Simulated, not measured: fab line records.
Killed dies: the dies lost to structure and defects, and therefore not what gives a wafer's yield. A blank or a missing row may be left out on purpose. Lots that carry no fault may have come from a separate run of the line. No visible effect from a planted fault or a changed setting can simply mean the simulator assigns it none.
fab line records ; flow n5_finfet
record lots=3; wafers=9; last_day=15
route steps=1938 shown BEOL_M13@1684 BEOL_M14@1716 BEOL_M15@1830 PASSIVATION@1936
lots that met no fault: from a run of the same line without faults
start_h: the number of hours between the record's first day and the start of the first shown wafer of the lot ; wait_h: hours from the lot's prior step to this one ; " the same as in the row above ; L1.1+2: a single row standing in for several wafers ; - no value, or no start given ; * or withheld: withheld ; < > ~ a bound
route shown NAME@n: a module of which the file shows steps, and the number in the route of the first ; usual: the fault-free wafers' mean and standard deviation ; same: alike in all rows ; chamber/n: place in a boat ; sites: the reading at each site ; _std_site: how widely they spread, as a standard deviation ; _edge_site: outer sites' mean less inner sites' ; radius_mm: how far each site lies from the wafer's centre ; mask NAME#n: copy n ; behind: the last tool/chamber to shape the wafer ; hold: why the lot went on hold/how many hours it stayed there/how the hold came to an end ; device: whichever transistor did not switch (one of n, p or np) ; end of line: tests run on the same wafers once the route is complete ; a step given without rows: its recipe and nothing more ; killed: not the wafer's yield, but the dies lost to structure and defects at the first sort ; map: the dies of a wafer, with x for killed, . for not killed, _ for no die there
set.NAME: the setting that was run; set.NAME@STEP: the one run at that earlier step ; model.NAME: the simulator's own value behind a step, which no gauge read
a table for each step, a row for each wafer; lots at some steps of the route
services: the hour from which a tool's chamber was out of use, counted from the record's first day as start_h (under 0 if before that day), plus the number of hours and why
## steps
# step N5_BEOL_M13_SOFTBAKE_23
# recipe temp_c=130; time_s=60
# step N5_BEOL_M13_EXPOSE_25
# recipe mask_id=M13; na=0.93; source_shape=conventional; sigma_outer=0.4; polarization=unpolarized; target_cd_nm=210; dose_mj=22
# step N5_BEOL_M13_PEB_26
# recipe peb_temp_c=130; peb_time_s=90
# step N5_BEOL_M13_DEVELOP_27
# recipe develop_time_s=45; rinse_liquid=diw; dry=air_spin; dev_temp_c=21
# step N5_BEOL_M13_HARDBAKE_32
# recipe temp_c=130; time_s=120
# step N5_BEOL_M13_DESCUM_33
# recipe chemistry=O2; time_s=7.9; source_power_w=50; bias_power_w=20; pressure_mtorr=20; rf_frequency_hz=2.712e+07; temp_c=40; o2_flow_sccm=225
# step N5_BEOL_M13_ETCH_67
# recipe chemistry=CF4; target=SiARC; target_depth_a=1430; time_s=238.3; ion_energy_ev=80; pressure_mtorr=40; source_w=545; bias_w=36; Ar_flow_sccm=100; cf4_flow_sccm=100; ends=cleared
# step N5_BEOL_M13_ETCH_68
# recipe chemistry=N2/H2; target=SOC; mask_material=SiARC; source_w=3000; bias_w=350; temp_c=40; time_s=355; ion_energy_ev=200; pressure_mtorr=30; n2_flow_sccm=200; h2_flow_sccm=200
# step N5_BEOL_M13_STRIP_69
# recipe chemistry=N2/H2; temp_c=40; n2_flow_sccm=200; h2_flow_sccm=200; rf_frequency_hz=6e+07
# step N5_BEOL_M13_TRENCH_ETCH_34
# recipe chemistry=C4F8/O2/Ar; target=SiOC; target_depth_a=4134.7; mask_material=SOC; pressure_mtorr=30; source_w=3000; bias_w=700; Ar_flow_sccm=400; C4F8_flow_sccm=15; O2_flow_sccm=8; he_inner_torr=15; he_outer_torr=30; time_s=162.6; ion_energy_ev=250
# usual drypump_motor_current_A=5.9/0.37; he_inner_torr=15.00/0.031; oes_product_au=0.81/0.087; rf_vpp_V=666/3.1; showerhead_plenum_p_Torr=3.44/0.11; throttle_valve_pct=24.20/0.18
lot.wafer;tool;chamber;start_h;wait_h;drypump_motor_current_A;he_inner_torr;oes_product_au;rf_hours_counter_h;rf_vpp_V;showerhead_plenum_p_Torr;throttle_valve_pct;model.etch.depth_nm
L530.2;rie_diel-01;3;242.16;0.0;6.2;15.00;0.81;76;671;3.59;24.20;414.8
L530.4;rie_diel-01;2;242.16;0.0;5.6;14.96;0.73;207;668;3.53;24.23;409.8
L530.6;rie_diel-01;0;242.16;0.0;5.1;15.01;0.87;-;663;3.33;24.21;424
L537.2;rie_diel-01;2;281.50;0.0;5.6;14.98;0.72;217;669;3.53;24.24;410.9
L537.4;rie_diel-01;3;281.50;0.0;6.2;14.99;0.79;87;669;3.58;24.21;413.5
L537.5;rie_diel-01;1;281.50;0.0;5.9;14.98;0.95;-;664;3.35;24.53;477.5
L543.2;rie_diel-06;1;317.05;0.0;6.0;14.99;0.70;192;668;3.53;24.29;414.4
L543.4;rie_diel-06;2;317.05;0.0;5.9;15.02;0.75;-;669;3.57;24.36;418.8
L543.6;rie_diel-06;1;317.05;0.0;6.0;15.04;0.69;-;669;3.53;24.29;409.7
# step N5_BEOL_M13_STRIP_70
# recipe chemistry=C4F8/O2/Ar; resist=SiARC; rf_frequency_hz=6e+07
# step N5_BEOL_M13_OCD_MEAS_35
# usual trench_depth_nm=416/5.6
lot.wafer;tool;chamber;start_h;wait_h;trench_depth_nm
L530.2;ocd-02;-;242.34;0.0;415
L530.4;ocd-02;-;242.34;0.0;410
L530.6;ocd-02;-;242.34;0.0;424
L537.2;ocd-02;-;281.67;0.0;411
L537.4;ocd-02;-;281.67;0.0;413
L537.5;ocd-02;-;281.67;0.0;477
L543.2;ocd-02;-;317.23;0.0;414
L543.4;ocd-02;-;317.23;0.0;419
L543.6;ocd-02;-;317.23;0.0;410
# step N5_BEOL_M13_STRIP_37
# recipe chemistry=N2/H2; power_w=1000; temp_c=250; h2_frac=0.65; overash_fraction=0.3; pressure_mtorr=withheld; n2_flow_sccm=1750; h2_flow_sccm=3250
# step N5_BEOL_M13_ETCH_38
# recipe chemistry=CF4/N2; target=SiCN; target_depth_a=675; taper_deg=2; time_s=71.9; ion_energy_ev=150; mask_material=SiO2; pressure_mtorr=40; source_w=430; bias_w=70; Ar_flow_sccm=100; cf4_flow_sccm=60; n2_flow_sccm=60
# step N5_BEOL_M13_PRECLEAN_39
# recipe chemistry=residue_remover; time_s=60; temp_c=40
# step N5_BEOL_M13_SRD_40
# recipe time_s=30; temp_c=23; rinse_liquid=diw; dry=n2_spin; spin_rpm=1500; dry_time_s=30
# step N5_BEOL_M13_DEGAS_41
# recipe ambient=vacuum; temp_c=250; time_s=60
# step N5_BEOL_M13_PRE_CLEAN_42
# recipe gas=H2/He; time_s=30; temp_c=250
# step N5_BEOL_M13_SPUTTER_43
# recipe material=TaN; target_thk_a=150; temp_c=50; bias_v=168.6; power_w=15000; chamber_pressure_pa=0.12; time_s=24.19
# step N5_BEOL_M13_SPUTTER_44
# recipe material=Ta; target_thk_a=100; temp_c=50; bias_v=80; power_w=15000; chamber_pressure_pa=0.07; time_s=16.13
# step N5_BEOL_M13_SPUTTER_45
# recipe material=Cu; target_thk_a=800; temp_c=-20; bias_v=60; power_w=26000; chamber_pressure_pa=0.13; time_s=13.33
# step N5_BEOL_M13_ECD_47
# recipe material=Cu; target_thk_a=9360
# step N5_BEOL_M13_ANNEAL_48
# recipe temp_c=225; time_s=90; ambient=N2
# step N5_BEOL_M13_CMP_49
# recipe stop_on=SiOC; t_overpolish_s=17.1; down_force_psi=1; platen_rpm=50; clearing_platen_down_force_psi=1.5; clearing_platen_rpm=50; post_cmp_clean=cu_alkaline; target_thk_nm=420; clearing_platen_pad_velocity_m_s=0.99484; pad_velocity_m_s=0.99484
# usual barrier_field_endpoint_s=30.6/0.65; motor_current_A=6.1/0.59; overpolish_run_s=17.101/0.0085; slurry_flow_ml_min=150.0/0.45
lot.wafer;tool;chamber;start_h;wait_h;barrier_field_endpoint_s;motor_current_A;overpolish_run_s;slurry_flow_ml_min;model.Cu_of_BEOL_M13_ECD_47.thk_nm
L530.2;cmp-04;1;245.74;0.3;31.3;7.3;17.088;149.3;421.2
L530.4;cmp-04;2;245.74;0.3;30.2;5.9;17.108;150.4;415.4
L530.6;cmp-04;0;245.74;0.3;30.9;6.1;17.094;150.0;430.2
L537.4;cmp-01;1;283.90;0.1;30.0;6.2;17.106;150.6;421
L537.2;cmp-01;2;283.90;0.1;29.8;5.8;17.094;149.6;415.4
L537.5;cmp-01;1;283.90;0.1;30.0;6.2;17.106;149.7;486.2
L543.4;cmp-01;2;318.43;0.2;29.9;6.0;17.104;149.7;426.8
L543.2;cmp-01;3;318.43;0.2;29.8;6.4;17.099;150.3;421.6
L543.6;cmp-01;1;318.43;0.2;30.2;6.3;17.090;149.5;416.4
# step N5_BEOL_M13_THK_MEAS_50
# recipe thk_meas_gauge=xrf; reads=Cu_of_BEOL_M13_ECD_47
# usual M13_THK=421/6.3
lot.wafer;tool;chamber;start_h;wait_h;M13_THK[nm]
L530.2;film_metro-02;-;245.96;-;417
L530.4;film_metro-02;-;245.96;-;410
L530.6;film_metro-02;-;245.96;-;425
L537.2;film_metro-01;-;284.19;-;418
L537.4;film_metro-01;-;284.19;-;425
L537.5;film_metro-01;-;284.19;-;491
L543.2;film_metro-01;-;318.65;-;424
L543.4;film_metro-01;-;318.65;-;425
L543.6;film_metro-01;-;318.65;-;416
# step N5_BEOL_M13_PRE_CLEAN_52
# recipe gas=NH3; time_s=15; temp_c=withheld; rf_power_w=300
# step N5_BEOL_M13_DEP_53
# recipe material=SiCN; target_thk_a=500; temp_c=withheld; precursor=3MS/NH3; pressure_torr=3; rf_w=675; time_s=17.8
# step N5_BEOL_M13_RS_MEAS_54
# recipe thk_meas_gauge=four-point-probe; reads=Cu_of_BEOL_M13_ECD_47+Ta_of_BEOL_M13_SPUTTER_44+TaN_of_BEOL_M13_SPUTTER_43
# usual M13_RS=0.0447/0.00063
lot.wafer;tool;chamber;start_h;wait_h;M13_RS[ohm/sq]
L530.2;film_metro-01;-;246.09;0.1;0.0448
L530.4;film_metro-01;-;246.09;0.1;0.0453
L530.6;film_metro-01;-;246.09;0.1;0.0438
L537.2;film_metro-02;-;284.32;0.1;0.0455
L537.4;film_metro-02;-;284.32;0.1;0.0448
L537.5;film_metro-02;-;284.32;0.1;0.0388
L543.2;film_metro-02;-;318.78;0.1;0.0449
L543.4;film_metro-02;-;318.78;0.1;0.0442
L543.6;film_metro-02;-;318.78;0.1;0.0454
# step N5_BEOL_M14_ILD_DEP_00
# recipe material=SiO2; target_thk_a=11193; temp_c=400; precursor=TEOS/O2; pressure_torr=6.5; rf_w=900; teos_flow_sccm=161.4; gas=O2; flow_sccm=2650; time_s=237.4
# step N5_BEOL_M14_COAT_58
# recipe resist=BARC; temp_c=205; time_s=60; spin_rpm=1500; resist_thk_nm=89
# step N5_BEOL_M14_COAT_04
# recipe spin_rpm=1704; resist_thk_nm=800
# step N5_BEOL_M14_EBR_06
# recipe solvent=PGMEA; ebr_width_mm=1.5
# step N5_BEOL_M14_SOFTBAKE_05
# recipe temp_c=130; time_s=60
# step N5_BEOL_M14_EXPOSE_07
# recipe mask_id=V13; na=0.8; source_shape=annular; sigma_inner=0.5; sigma_outer=0.8; polarization=unpolarized; attpsm_phase_deg=180; dose_mj=57
# step N5_BEOL_M14_PEB_08
# recipe peb_temp_c=130; peb_time_s=90
# step N5_BEOL_M14_DEVELOP_09
# recipe develop_time_s=45; rinse_liquid=diw; dry=air_spin; dev_temp_c=21
# step N5_BEOL_M14_HARDBAKE_14
# recipe temp_c=130; time_s=120
# step N5_BEOL_M15_RC_MEAS_101
# usual COMB_M10=1.5e-11/3.1e-12; COMB_M11=1.5e-11/3.3e-12; COMB_M11_max_site=2.2e-11/5.5e-12; COMB_M12=7.2e-12/1.3e-12; COMB_M13=5.5e-12/9.9e-13; COMB_M14=4.2e-12/8e-13; COMB_M15=3.2e-12/5.7e-13; COMB_M15_max_site=4.3e-12/7.6e-13; COMB_M5=3.8e-11/7.8e-12; COMB_M6=2.6e-11/5.7e-12; COMB_M6_max_site=3.8e-11/9.2e-12; COMB_M7=2.8e-11/5.5e-12; COMB_M8=2.7e-11/5.5e-12; COMB_M9=1.5e-11/3.1e-12; SERP_M10=3.09/0.082; SERP_M10_max_site=3.17/0.1; SERP_M11=3.06/0.085; SERP_M12=0.636/0.022; SERP_M13=0.307/0.0062; SERP_M13_max_site=0.310/0.0063; SERP_M14=0.162/0.0052; SERP_M5=38.5/1.7; SERP_M6=13.7/0.55; SERP_M7=14.0/0.62; SERP_M8=13.7/0.55; SERP_M9=3.02/0.088
lot.wafer;tool;chamber;start_h;wait_h;COMB_M10[S/m];COMB_M11[S/m];COMB_M11_max_site[S/m];COMB_M12[S/m];COMB_M13[S/m];COMB_M14[S/m];COMB_M15[S/m];COMB_M15_max_site[S/m];COMB_M5[S/m];COMB_M6[S/m];COMB_M6_max_site[S/m];COMB_M7[S/m];COMB_M8[S/m];COMB_M9[S/m];SERP_M10[ohm/um];SERP_M10_max_site[ohm/um];SERP_M11[ohm/um];SERP_M12[ohm/um];SERP_M13[ohm/um];SERP_M13_max_site[ohm/um];SERP_M14[ohm/um];SERP_M5[ohm/um];SERP_M6[ohm/um];SERP_M7[ohm/um];SERP_M8[ohm/um];SERP_M9[ohm/um]
L530.2;prober-01;0;256.63;0.2;1.5e-11;1.1e-11;1.8e-11;8e-12;7.6e-12;3.2e-12;2.7e-12;3.6e-12;3.3e-11;2.1e-11;3.2e-11;2.8e-11;3.1e-11;1.3e-11;3.24;3.33;3.03;0.667;0.309;0.312;0.163;38.7;13.4;14.4;14.2;3.02
L530.4;prober-01;0;256.63;0.2;2.3e-11;1.5e-11;2.2e-11;8.6e-12;4.4e-12;3.7e-12;3.5e-12;4.1e-12;3.3e-11;2.2e-11;3e-11;3.6e-11;2.2e-11;1.5e-11;3.05;3.12;2.97;0.643;0.310;0.314;0.159;35.9;13.0;13.3;14.7;3.12
L530.6;prober-01;0;256.63;0.2;1.5e-11;1.1e-11;1.9e-11;5.1e-12;6.6e-12;3e-12;3.1e-12;5.2e-12;4.1e-11;1.7e-11;2.9e-11;2.6e-11;3.5e-11;9e-12;3.19;3.31;3.04;0.643;0.306;0.310;0.158;38.1;13.0;13.9;14.3;3.04
L537.2;prober-01;0;295.07;0.2;1.6e-11;1.4e-11;1.7e-11;1.01e-11;3.8e-12;5.1e-12;2.2e-12;2.9e-12;5.9e-11;2.1e-11;3.1e-11;2.1e-11;1.7e-11;1.6e-11;3.14;3.20;3.12;0.671;0.312;0.317;0.158;40.9;12.6;14.0;13.4;3.02
L537.4;prober-01;0;295.07;0.2;1.2e-11;1.4e-11;2e-11;7.4e-12;4.4e-12;3.5e-12;2.8e-12;3.8e-12;3.6e-11;2.4e-11;3.1e-11;2.4e-11;2.4e-11;1.4e-11;3.04;3.09;3.27;0.653;0.309;0.311;0.168;38.2;13.4;14.2;13.9;3.01
L537.5;prober-01;0;295.07;0.2;1.4e-11;9e-12;1.3e-11;7.7e-12;3.4e-12;7.3e-12;1.9e-12;2.7e-12;2.9e-11;2.2e-11;3.4e-11;2.2e-11;2.4e-11;1.5e-11;3.11;3.19;3.09;0.676;0.263;0.267;0.171;40.0;13.3;14.5;13.9;3.04
L543.2;prober-01;0;331.96;0.2;1.4e-11;1.6e-11;2.4e-11;9e-12;5e-12;3.8e-12;3.6e-12;5e-12;3.6e-11;2.7e-11;4.2e-11;3.1e-11;1.8e-11;2e-11;3.02;3.12;3.16;0.643;0.312;0.314;0.158;39.3;13.1;14.0;13.1;3.02
L543.4;prober-01;0;331.96;0.2;1.5e-11;1.5e-11;1.8e-11;9.2e-12;5.5e-12;3.6e-12;2.8e-12;4.7e-12;4.4e-11;3.2e-11;5.1e-11;2.9e-11;2.3e-11;1.2e-11;3.03;3.10;3.03;0.655;0.308;0.310;0.172;36.3;13.5;13.8;13.6;3.01
L543.6;prober-01;0;331.96;0.2;1.8e-11;1.8e-11;2.3e-11;7.5e-12;6.4e-12;3.6e-12;3.4e-12;3.8e-12;2.9e-11;2.3e-11;4e-11;2.7e-11;2.7e-11;1.6e-11;3.04;3.12;3.25;0.625;0.311;0.316;0.160;40.3;12.9;13.8;14.1;2.99
# sites SERP_M13 radius_mm=0,75,75,75,75,140,140,140,140
L530.2 0.308 0.311 0.311 0.312 0.308 0.312 0.309 0.309 0.309
L537.2 0.312 0.311 0.317 0.310 0.315 0.311 0.312 0.313 0.312
L543.2 0.313 0.312 0.312 0.311 0.313 0.305 0.312 0.306 0.314
# step N5_PASSIVATION_PROBE_49
# usual defect_limited_yield=91.4/1.6; killed_at_M0_to_M3=34/10; killed_at_M4_up=12/4.8; killed_at_contacts=11/6.2; killed_at_front_end=39/13; killed_at_other=4/3.1; killed_dies=101/19; killed_open=67/14; killed_short=32/8.3; sort_bin_5_function=5.0/1; sort_bin_6_memory=3.2/0.76; sort_bin_8_speed=0.00/0.026; sort_n_pass=1079/19; sort_yield_pct=91.4/1.6
# same gross_dies=1180; killed_at_back_side=0; sort_bin_4_leakage[%]=0
lot.wafer;tool;chamber;start_h;wait_h;defect_limited_yield[%];killed_at_M0_to_M3;killed_at_M4_up;killed_at_contacts;killed_at_front_end;killed_at_other;killed_dies;killed_open;killed_short;sort_bin_5_function[%];sort_bin_6_memory[%];sort_bin_8_speed[%];sort_n_pass;sort_yield_pct[%]
L537.2;prober-01;-;311.31;0.1;91.4;51;7;2;26;15;101;62;39;5.5;2.5;0;1079;91.4
L537.4;prober-01;-;311.41;0.2;88.8;53;23;7;40;9;132;78;52;6.9;3.8;0;1048;88.8
L537.5;prober-01;-;311.46;0.2;92.1;42;10;7;29;5;93;46;47;4.1;3.2;0;1087;92.1
# killed by level:class
L537.2 BEOL_M0_SAQP:geometric_particle:open=18 BEOL_M0_SAQP:geometric_particle:short=14 BEOL_M2:geometric_particle:open=8 FIN_SAQP:geometric_particle:short=5 BEOL_M4:geometric_particle:open=5 STI_FIN_REVEAL:geometric_particle:open=4 DUMMY_GATE:geometric_particle:open=4 GATE_CUT:geometric_particle:short=4
L537.4 BEOL_M0_SAQP:geometric_particle:short=20 BEOL_M0_SAQP:geometric_particle:open=18 BEOL_M4:geometric_particle:open=12 STI_FIN_REVEAL:geometric_particle:open=10 BEOL_M2:geometric_particle:open=8 FIN_SAQP:geometric_particle:short=6 MOL_CONTACT_COAG:geometric_particle:open=6 FIN_SAQP:geometric_particle:open=5
L537.5 BEOL_M0_SAQP:geometric_particle:short=16 BEOL_M0_SAQP:geometric_particle:open=11 STARTING-WAFER:geometric_particle:short=7 GATE_CUT:geometric_particle:short=6 MOL_CONTACT_COAG:geometric_particle:open=6 BEOL_M2:geometric_particle:open=6 FIN_SAQP:geometric_particle:short=5 DUMMY_GATE:geometric_particle:open=4
## services
tool;chamber;start_h;hours;kind
rie_diel-06;0;241.54;35.5;repair
cmp-01;-;245.24;6.2;repair
cmp-01;-;268.63;4.0;pm
cmp-01;-;272.63;-;consumable_replace:conditioner
cmp-01;-;272.63;-;consumable_replace:pad
rie_diel-01;-;291.01;0.8;repair
rie_diel-06;0;310.84;9.6;repair
## key
first_sign step=N5_BEOL_M13_OCD_MEAS_35; reading=trench_depth_nm; direction=up; sigmas=11; usual=416; struck=477
effect step=N5_BEOL_M13_THK_MEAS_50; reading=M13_THK; direction=up; sigmas=11; usual=421; struck=491
effect step=N5_BEOL_M13_RS_MEAS_54; reading=M13_RS; direction=down; sigmas=9.4; usual=0.0447; struck=0.0388
effect step=N5_BEOL_M15_RC_MEAS_101; reading=SERP_M13; direction=down; sigmas=7.1; usual=0.307; struck=0.263
model_effect step=N5_BEOL_M13_TRENCH_ETCH_34; value=etch.depth_nm; without=418; struck=477.5
model_effect step=N5_BEOL_M13_CMP_49; value=Cu_of_BEOL_M13_ECD_47.thk_nm; without=426.8; struck=486.2
met_at N5_BEOL_M13_TRENCH_ETCH_34
struck_wafers L537.5
fault kind=process_parameter_drift; tool=rie_diel-01; chamber=1; onset_h=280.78; steps=N5_BEOL_M13_TRENCH_ETCH_34; channel=time_s; offset=*; shape=step; acts_in=*; stated=*
